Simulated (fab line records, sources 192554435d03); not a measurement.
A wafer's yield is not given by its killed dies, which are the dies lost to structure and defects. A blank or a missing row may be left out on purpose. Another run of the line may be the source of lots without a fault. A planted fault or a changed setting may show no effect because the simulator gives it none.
Which tool is to blame? + flow n5_finfet + 11 lots with 32 wafers sampled at 5 steps, on a route of 1938 steps

## WHAT EACH GAUGE READ, for each wafer
N5_BEOL_M4_RC_MEAS_101.
| lot  | measured     | on        | DIBL_N (mV/V)  | DIBL_P (mV/V)  | IOFF_N (nA/um) | IOFF_P (nA/um) | ION_N (uA/um) | ION_P (uA/um) | SS_N (mV/dec)  | SS_P (mV/dec)  | VT_N (mV)   | VT_P (mV)      |
|------|--------------|-----------|----------------|----------------|----------------|----------------|---------------|---------------|----------------|----------------|-------------|----------------|
| L217 | day 8 16:04  | prober-01 | 38.0 38.2 38.5 | 40.2 38.5 40.0 | 0.19 0.18 0.18 | 0.25 0.21 0.24 | 693 672 686   | 471 456 468   | 71.1 71.4 71.2 | 73.5 72.3 73.1 | 245 249 249 | -248 -251 -248 |
| L219 | day 8 20:31  | prober-01 | 35.7 39.7 36.5 | 34.3 39.0 35.1 | 0.13 0.20 0.15 | 0.18 0.24 0.18 | 659 683 682   | 458 468 461   | 71.4 72.0 71.5 | 73.7 74.4 73.4 | 254 248 248 | -255 -250 -254 |
| L226 | day 10 08:10 | prober-02 | 35.0 35.6 38.1 | 36.9 37.5 40.6 | 0.19 0.17 0.24 | 0.24 0.25 0.33 | 702 679 701   | 475 473 479   | 71.3 71.4 72.0 | 74.0 73.4 74.9 | 242 247 240 | -244 -245 -242 |
| L227 | day 11 04:32 | prober-02 | 32.8 36.2 34.1 | 33.6 38.0 34.3 | 0.11 0.18 0.13 | 0.20 0.28 0.20 | 665 690 672   | 464 478 463   | 71.2 71.0 70.5 | 73.2 74.2 72.9 | 254 245 254 | -248 -245 -246 |
| L228 | day 11 07:30 | prober-02 | 36.5 38.0 35.9 | 36.4 37.0 35.3 | 0.17 0.17 0.15 | 0.23 0.23 0.20 | 691 668 679   | 470 457 462   | 70.9 71.8 70.7 | 73.8 73.7 72.4 | 249 251 249 | -250 -250 -251 |
| L230 | day 11 21:41 | prober-02 | 36.3 37.7 36.1 | 36.1 38.0 35.1 | 0.16 0.18 0.15 | 0.20 0.22 0.19 | 667 707 683   | 456 475 463   | 72.0 72.2 71.9 | 73.0 73.9 72.8 | 252 248 253 | -253 -252 -254 |
| L231 | day 12 05:02 | prober-02 | 38.4 36.0 36.4 | 38.3 36.4 36.4 | 0.20 0.16 0.17 | 0.25 0.23 0.23 | 688 664 671   | 467 462 463   | 72.3 71.3 72.0 | 74.1 72.6 72.9 | 249 253 249 | -248 -250 -248 |
| L234 | day 12 23:22 | prober-02 | 36.7 37.9      | 37.5 38.8      | 0.18 0.19      | 0.25 0.26      | 688 673       | 472 462       | 72.1 72.6      | 73.5 74.4      | 248 247     | -245 -247      |
| L235 | day 13 03:09 | prober-02 | 38.1 34.8 36.8 | 39.0 35.4 37.6 | 0.21 0.14 0.17 | 0.29 0.23 0.28 | 691 673 699   | 475 476 487   | 71.5 71.7 71.0 | 73.3 72.8 72.7 | 243 249 247 | -243 -244 -242 |
| L237 | day 13 06:14 | prober-02 | 35.8 35.4 33.9 | 36.8 35.9 34.5 | 0.18 0.18 0.15 | 0.26 0.25 0.23 | 677 695 699   | 476 483 475   | 71.2 71.0 70.7 | 73.4 73.1 73.2 | 246 246 250 | -244 -242 -242 |
| L238 | day 13 12:21 | prober-01 | 37.6 35.7 35.8 | 36.1 34.1 33.4 | 0.19 0.15 0.14 | 0.23 0.19 0.19 | 680 683 659   | 465 460 454   | 71.9 71.6 71.4 | 73.3 72.8 72.7 | 248 249 251 | -248 -250 -250 |

## WHICH TOOL RAN EACH LOT (tool, then ch and the chambers of the sampled wafers, then the start)
| lot  | N5_BEOL_M3_SPUTTER_81        | N5_BEOL_M3_ANNEAL_87         | N5_BEOL_M3_SPUTTER_88        | N5_BEOL_M3_ANNEAL_91         |
|------|------------------------------|------------------------------|------------------------------|------------------------------|
| L217 | pvd_sputter-02, day 7 16:26  | pvd_sputter-02, day 7 16:44  | pvd_sputter-02, day 7 16:52  | pvd_sputter-02, day 7 17:10  |
| L219 | pvd_sputter-02, day 8 02:54  | pvd_sputter-02, day 8 03:14  | pvd_sputter-02, day 8 03:20  | pvd_sputter-02, day 8 03:40  |
| L226 | pvd_sputter-01, day 9 21:15  | pvd_sputter-01, day 9 21:33  | pvd_sputter-01, day 9 21:41  | pvd_sputter-01, day 9 21:59  |
| L227 | pvd_sputter-03, day 10 07:53 | pvd_sputter-03, day 10 08:11 | pvd_sputter-03, day 10 08:19 | pvd_sputter-03, day 10 08:37 |
| L228 | pvd_sputter-02, day 10 17:54 | pvd_sputter-02, day 10 18:12 | pvd_sputter-02, day 10 18:20 | pvd_sputter-02, day 10 18:38 |
| L230 | pvd_sputter-01, day 11 03:29 | pvd_sputter-01, day 11 03:47 | pvd_sputter-01, day 11 03:55 | pvd_sputter-01, day 11 04:13 |
| L231 | pvd_sputter-01, day 11 15:16 | pvd_sputter-01, day 11 15:34 | pvd_sputter-01, day 11 15:43 | pvd_sputter-01, day 11 16:01 |
| L234 | pvd_sputter-03, day 12 06:11 | pvd_sputter-03, day 12 06:29 | pvd_sputter-03, day 12 06:37 | pvd_sputter-03, day 12 06:55 |
| L235 | pvd_sputter-02, day 12 06:23 | pvd_sputter-02, day 12 06:41 | pvd_sputter-02, day 12 06:49 | pvd_sputter-02, day 12 07:07 |
| L237 | pvd_sputter-01, day 12 19:19 | pvd_sputter-01, day 12 19:37 | pvd_sputter-01, day 12 19:46 | pvd_sputter-01, day 12 20:04 |
| L238 | pvd_sputter-01, day 12 22:17 | pvd_sputter-01, day 12 22:35 | pvd_sputter-01, day 12 22:43 | pvd_sputter-01, day 12 23:01 |
- N5_BEOL_M3_SPUTTER_81: material Cu, target thk 4.5 nm, time 8.29 s.
- N5_BEOL_M3_ANNEAL_87: time 240 s.
- N5_BEOL_M3_SPUTTER_88: material Cu, target thk 4.5 nm, time 8.29 s.
- N5_BEOL_M3_ANNEAL_91: time 240 s.

## WHAT THE TOOLS THEMSELVES READ (means of the sampled wafers that have a number; where no wafer has one, the mark that the record gives instead)
N5_BEOL_M3_SPUTTER_81.
| lot  | tool           | chamber_pressure_pa (Pa) | chuck_gas_flow_sccm (sccm) | throttle_valve_pct (%) |
|------|----------------|--------------------------|----------------------------|------------------------|
| L217 | pvd_sputter-02 | 0.06996                  | 1.32                       | 28.9                   |
| L219 | pvd_sputter-02 | 0.06991                  | 1.25                       | 29.1                   |
| L226 | pvd_sputter-01 | 0.06996                  | 1.26                       | 29.9                   |
| L227 | pvd_sputter-03 | 0.06996                  | 1.25                       | 29.4                   |
| L228 | pvd_sputter-02 | 0.07005                  | 1.20                       | 29.7                   |
| L230 | pvd_sputter-01 | 0.07001                  | 1.30                       | 30.8                   |
| L231 | pvd_sputter-01 | 0.06989                  | 1.31                       | 30.5                   |
| L234 | pvd_sputter-03 | 0.07005                  | 1.25                       | 30.3                   |
| L235 | pvd_sputter-02 | 0.07001                  | 1.21                       | 28.9                   |
| L237 | pvd_sputter-01 | 0.07005                  | 1.31                       | 29.6                   |
| L238 | pvd_sputter-01 | 0.06993                  | 1.27                       | 30.0                   |

N5_BEOL_M3_ANNEAL_87.
| lot  | tool           | heater_power_w (W) |
|------|----------------|--------------------|
| L217 | pvd_sputter-02 | 787                |
| L219 | pvd_sputter-02 | 727                |
| L226 | pvd_sputter-01 | 782                |
| L227 | pvd_sputter-03 | 856                |
| L228 | pvd_sputter-02 | 745                |
| L230 | pvd_sputter-01 | 815                |
| L231 | pvd_sputter-01 | 801                |
| L234 | pvd_sputter-03 | 764                |
| L235 | pvd_sputter-02 | 785                |
| L237 | pvd_sputter-01 | 825                |
| L238 | pvd_sputter-01 | 847                |

N5_BEOL_M3_SPUTTER_88.
| lot  | tool           | chamber_pressure_pa (Pa) | chuck_gas_flow_sccm (sccm) | throttle_valve_pct (%) |
|------|----------------|--------------------------|----------------------------|------------------------|
| L217 | pvd_sputter-02 | 0.07007                  | 1.27                       | 28.9                   |
| L219 | pvd_sputter-02 | 0.06999                  | 1.23                       | 29.0                   |
| L226 | pvd_sputter-01 | 0.06993                  | 1.23                       | 30.0                   |
| L227 | pvd_sputter-03 | -                        | -                          | -                      |
| L228 | pvd_sputter-02 | -                        | -                          | -                      |
| L230 | pvd_sputter-01 | -                        | -                          | -                      |
| L231 | pvd_sputter-01 | 0.07008                  | 1.22                       | 30.4                   |
| L234 | pvd_sputter-03 | 0.06993                  | 1.29                       | 30.2                   |
| L235 | pvd_sputter-02 | 0.06986                  | 1.27                       | 28.8                   |
| L237 | pvd_sputter-01 | 0.06980                  | 1.20                       | 29.6                   |
| L238 | pvd_sputter-01 | 0.07002                  | 1.23                       | 30.1                   |

N5_BEOL_M3_ANNEAL_91.
| lot  | tool           | heater_power_w (W) |
|------|----------------|--------------------|
| L217 | pvd_sputter-02 | 782                |
| L219 | pvd_sputter-02 | 737                |
| L226 | pvd_sputter-01 | 766                |
| L227 | pvd_sputter-03 | 859                |
| L228 | pvd_sputter-02 | 743                |
| L230 | pvd_sputter-01 | 810                |
| L231 | pvd_sputter-01 | 795                |
| L234 | pvd_sputter-03 | 750                |
| L235 | pvd_sputter-02 | 775                |
| L237 | pvd_sputter-01 | 826                |
| L238 | pvd_sputter-01 | 855                |

## THE ANSWER, worked out from the rows above alone
Rule: the usual values come from the lots themselves. Put in order of their means at a reading, lots are off if they are a third of the lots or fewer, leave a main group of 4 or more, and stand apart from it by a gap of 3 or more times the standard deviation of the main group's means; of several such gaps the widest counts. Not used: any main group whose means are identical at the precision the tables above print for the reading. A lot without any number at a reading at which 4 lots or more have one is off too. Any other lot the step has rows for is counted as sound. After the gauges, taken in route order, come the tools' own readings; for these a lot's mean is taken, as printed above. At the first step where some lot is off, the reading lying furthest off is the one used; lots without a number count as furthest.
Off: L227, L228, L230 (N5_BEOL_M3_SPUTTER_88, chamber_pressure_pa). Without a number there: L227, L228, L230. For the main group the mean is 0.06996 Pa and the standard deviation 9.2e-05.
A tool fits if, at that step or a process step before it, it ran every lot that is off, and no sound lot after the first of them. Not one of the candidates tried fits.

## WHAT THE SIMULATOR HAD PUT IN
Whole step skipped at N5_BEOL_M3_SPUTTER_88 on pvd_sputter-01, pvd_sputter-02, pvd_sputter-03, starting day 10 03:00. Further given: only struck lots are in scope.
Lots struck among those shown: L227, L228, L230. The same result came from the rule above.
